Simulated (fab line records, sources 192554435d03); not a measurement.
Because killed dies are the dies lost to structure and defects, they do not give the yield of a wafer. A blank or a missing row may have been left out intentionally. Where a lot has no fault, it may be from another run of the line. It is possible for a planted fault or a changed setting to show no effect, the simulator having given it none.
Which of the tools did it? ; flow n5-finfet ; Sampling: 10 lots, 30 wafers, 5 of 1938 route steps

== WHAT EACH GAUGE READ, for each wafer ==
N5_BEOL_M4_RC_MEAS_101. Usual: DIBL_N 36.7 mV/V, standard deviation 2.4; DIBL_P 37.4 mV/V, standard deviation 2.9; IOFF_N 0.18 nA/um, standard deviation 0.05; IOFF_P 0.23 nA/um, standard deviation 0.058; ION_N 683 uA/um, standard deviation 16; ION_P 467 uA/um, standard deviation 11; REXT_P 100.3 ohm.um, standard deviation 2.2; SS_N 71.7 mV/dec, standard deviation 0.77; SS_P 73.5 mV/dec, standard deviation 0.87; VT_N 249 mV, standard deviation 4.3; VT_P -250 mV, standard deviation 4.4.
lot;measured;on;DIBL_N (mV/V);DIBL_P (mV/V);IOFF_N (nA/um);IOFF_P (nA/um);ION_N (uA/um);ION_P (uA/um);REXT_P (ohm.um);SS_N (mV/dec);SS_P (mV/dec);VT_N (mV);VT_P (mV);flag
L312;day 8 08:13;prober-02;35.9 35.8 38.7;34.4 36.3 38.9;0.14 0.16 0.21;0.17 0.21 0.25;669 697 704;455 481 479;100.6 100.0 100.2;71.1 71.3 71.7;72.3 73.1 74.3;254 247 247;-253 -251 -248;
L313;day 8 05:15;prober-01;40.3 39.0 38.0;40.8 38.0 38.5;0.21 0.17 0.17;0.26 0.21 0.23;705 685 665;477 461 456;101.4 101.5 101.6;72.5 72.2 71.6;74.6 73.5 73.4;248 250 250;-248 -254 -252;
L314;day 8 13:13;prober-02;44.2 35.3 38.9;45.7 36.6 40.1;0.35 0.15 0.20;0.40 0.23 0.28;696 685 669;473 471 463;102.7 100.0 99.5;73.9 71.3 72.6;76.2 73.1 73.9;242 251 247;-242 -250 -247;
L315;day 8 22:30;prober-01;37.9 33.1 34.5;36.9 32.0 32.7;0.17 0.11 0.12;0.20 0.14 0.14;657 679 660;450 458 447;104.3 103.5 103.1;72.0 71.3 70.7;73.5 71.7 72.0;251 252 257;-251 -257 -256;
L316;day 9 03:58;prober-01;36.8 39.4 35.4;38.4 42.4 37.2;0.15 0.25 0.14;0.23 0.32 0.21;665 709 668;467 489 464;99.9 100.8 101.1;71.2 73.4 71.2;74.1 74.4 74.1;253 245 254;-250 -246 -254;
L317;day 9 09:02;prober-01;36.1 37.2 36.5;36.6 36.7 36.5;0.17 0.17 0.17;0.26 0.24 0.24;687 664 688;481 454 474;97.7 100.4 98.4;71.3 72.0 71.9;73.1 73.6 73.3;246 249 249;-246 -246 -248;
L324;day 11 04:23;prober-01;39.9 40.1 38.0;40.6 38.9 40.3;0.24 0.24 0.19;0.30 0.22 0.28;686 701 673;472 450 465;99.9 108.0 101.2;72.7 73.2 71.8;74.0 74.1 74.7;245 249 247;-245 -252 -243;
L327;day 11 19:21;prober-01;39.2 36.9 36.5;41.4 37.3 37.2;0.21 0.16 0.14;0.29 0.22 0.20;693 668 665;474 459 456;101.1 104.2 103.5;72.1 71.3 71.3;74.3 72.6 73.1;249 250 253;-245 -251 -253;
L329;day 12 02:56;prober-01;33.5 38.5 38.0;32.2 38.8 37.9;0.11 0.20 0.20;0.16 0.25 0.25;670 689 702;464 472 474;97.1 97.4 97.5;71.7 72.1 72.0;72.3 74.1 74.1;256 247 247;-255 -249 -248;
L334;day 13 12:54;prober-02;36.6 37.9 37.5;38.0 38.7 39.5;0.18 0.18 0.22;0.20 0.21 0.24;698 673 697;473 456 466;99.4 99.5 98.8;71.7 71.9 72.2;73.0 73.6 73.6;247 249 243;-252 -252 -249;

== WHICH TOOL RAN EACH LOT (tool, then ch and the chambers of the sampled wafers, then the start) ==
lot;N5_SD_EPI_N_LINER_46;N5_BEOL_M4_ANNEAL_82;N5_BEOL_M4_ANNEAL_93;N5_BEOL_M4_CO_CAP_55
L312;ald-sin-02 ch 1,2, day 3 15:59;pvd-sputter-01, day 8 05:25;pvd-sputter-01, day 8 06:17;cvd-co-01 ch 0,1,2, day 8 07:40
L313;ald-sin-04 ch 0,2,3, day 3 17:32;pvd-sputter-02, day 8 02:50;pvd-sputter-02, day 8 03:43;cvd-co-01 ch 1,2, day 8 04:59
L314;ald-sin-02 ch 0,1,2, day 4 03:01;pvd-sputter-03, day 8 10:44;pvd-sputter-03, day 8 11:37;cvd-co-01 ch 0,1, day 8 12:58
L315;ald-sin-04 ch 2,3, day 4 05:43;pvd-sputter-01, day 8 20:01;pvd-sputter-01, day 8 20:53;cvd-co-02 ch 0,1, day 8 22:07
L316;ald-sin-02 ch 2,3, day 4 10:44;pvd-sputter-03, day 9 01:26;pvd-sputter-03, day 9 02:19;cvd-co-02 ch 0,1,2, day 9 03:43
L317;ald-sin-02 ch 0,1,3, day 4 21:43;pvd-sputter-01, day 9 06:42;pvd-sputter-01, day 9 07:35;cvd-co-02 ch 0,1, day 9 08:48
L324;ald-sin-04 ch 1,2, day 6 11:57;pvd-sputter-02, day 11 02:01;pvd-sputter-02, day 11 02:54;cvd-co-02 ch 1,2, day 11 04:08
L327;ald-sin-02 ch 0,2,3, day 7 04:35;pvd-sputter-02, day 11 16:32;pvd-sputter-02, day 11 17:25;cvd-co-01 ch 0,1,2, day 11 18:41
L329;ald-sin-03 ch 0,3, day 7 16:23;pvd-sputter-01, day 12 00:26;pvd-sputter-01, day 12 01:19;cvd-co-02 ch 0,1, day 12 02:32
L334;ald-sin-03 ch 0,1,2, day 8 23:40;pvd-sputter-01, day 13 10:22;pvd-sputter-01, day 13 11:15;cvd-co-01 ch 1,2, day 13 12:31
- N5_SD_EPI_N_LINER_46: material SiNx, target thk 3 nm.
- N5_BEOL_M4_ANNEAL_82: time 240 s.
- N5_BEOL_M4_ANNEAL_93: time 240 s.
- N5_BEOL_M4_CO_CAP_55: material Co, precursor CCTBA/H2, target thk 2 nm, time 102.1 s.

== WHAT THE TOOLS THEMSELVES READ (means of the sampled wafers that have a number; where no wafer has one, the mark that the record gives instead) ==
N5_SD_EPI_N_LINER_46. Usual: heater-power-outer-w 507 W, standard deviation 51; heater-power-w 830 W, standard deviation 68.
lot;tool;heater-power-outer-w (W);heater-power-w (W);flag
L312;ald-sin-02;542;891;
L313;ald-sin-04;542;881;
L314;ald-sin-02;497;826;
L315;ald-sin-04;527;883;
L316;ald-sin-02;448;721;
L317;ald-sin-02;487;792;
L324;ald-sin-04;505;856;
L327;ald-sin-02;455;756;
L329;ald-sin-03;548;842;
L334;ald-sin-03;503;792;

N5_BEOL_M4_ANNEAL_82. Usual: heater-power-w 809 W, standard deviation 96; susceptor_temp_C_max 401.0, standard deviation 0.45.
lot;tool;heater-power-w (W);susceptor_temp_C_max;flag
L312;pvd-sputter-01;810;401.2;
L313;pvd-sputter-02;706;401.7;
L314;pvd-sputter-03;794;400.9;
L315;pvd-sputter-01;778;401.0;
L316;pvd-sputter-03;841;400.9;
L317;pvd-sputter-01;833;401.1;
L324;pvd-sputter-02;773;400.8;
L327;pvd-sputter-02;720;400.7;
L329;pvd-sputter-01;742;400.7;
L334;pvd-sputter-01;839;401.3;

N5_BEOL_M4_ANNEAL_93. Usual: heater-power-w 808 W, standard deviation 95; susceptor_temp_C_max 401.0, standard deviation 0.45.
lot;tool;heater-power-w (W);susceptor_temp_C_max;flag
L312;pvd-sputter-01;810;401.5;
L313;pvd-sputter-02;711;401.3;
L314;pvd-sputter-03;794;401.0;
L315;pvd-sputter-01;766;401.1;
L316;pvd-sputter-03;855;400.8;
L317;pvd-sputter-01;816;401.2;
L324;pvd-sputter-02;775;400.9;
L327;pvd-sputter-02;712;400.8;
L329;pvd-sputter-01;740;400.7;
L334;pvd-sputter-01;838;401.3;

N5_BEOL_M4_CO_CAP_55. Usual: heater-power-outer-w 123 W, standard deviation 12; heater-power-w 230 W, standard deviation 17.
lot;tool;heater-power-outer-w (W);heater-power-w (W);flag
L312;cvd-co-01;116;223;
L313;cvd-co-01;124;224;
L314;cvd-co-01;111;220;
L315;cvd-co-02;126;240;
L316;cvd-co-02;125;234;
L317;cvd-co-02;120;224;
L324;cvd-co-02;124;232;
L327;cvd-co-01;118;225;
L329;cvd-co-02;120;229;
L334;cvd-co-01;125;229;

== THE ANSWER, worked out from the rows above alone ==
Rule: a lot counts as off when the mean over its wafers that have a number is more than 3 standard deviations away from the usual mean. A lot without any number at a reading at which 4 lots or more have one is off too. Any other lot the step has rows for is counted as sound. Order of review: gauges by route order, followed by the tools' own readings, for which a lot's mean as printed above is used. The first step at which some lot is off is used, and at that step the reading that is off furthest; a lot without a number counts as furthest.
No lot is off at any reading shown: from this, nothing can be told.

== WHAT HAD BEEN PUT IN BY THE SIMULATOR ==
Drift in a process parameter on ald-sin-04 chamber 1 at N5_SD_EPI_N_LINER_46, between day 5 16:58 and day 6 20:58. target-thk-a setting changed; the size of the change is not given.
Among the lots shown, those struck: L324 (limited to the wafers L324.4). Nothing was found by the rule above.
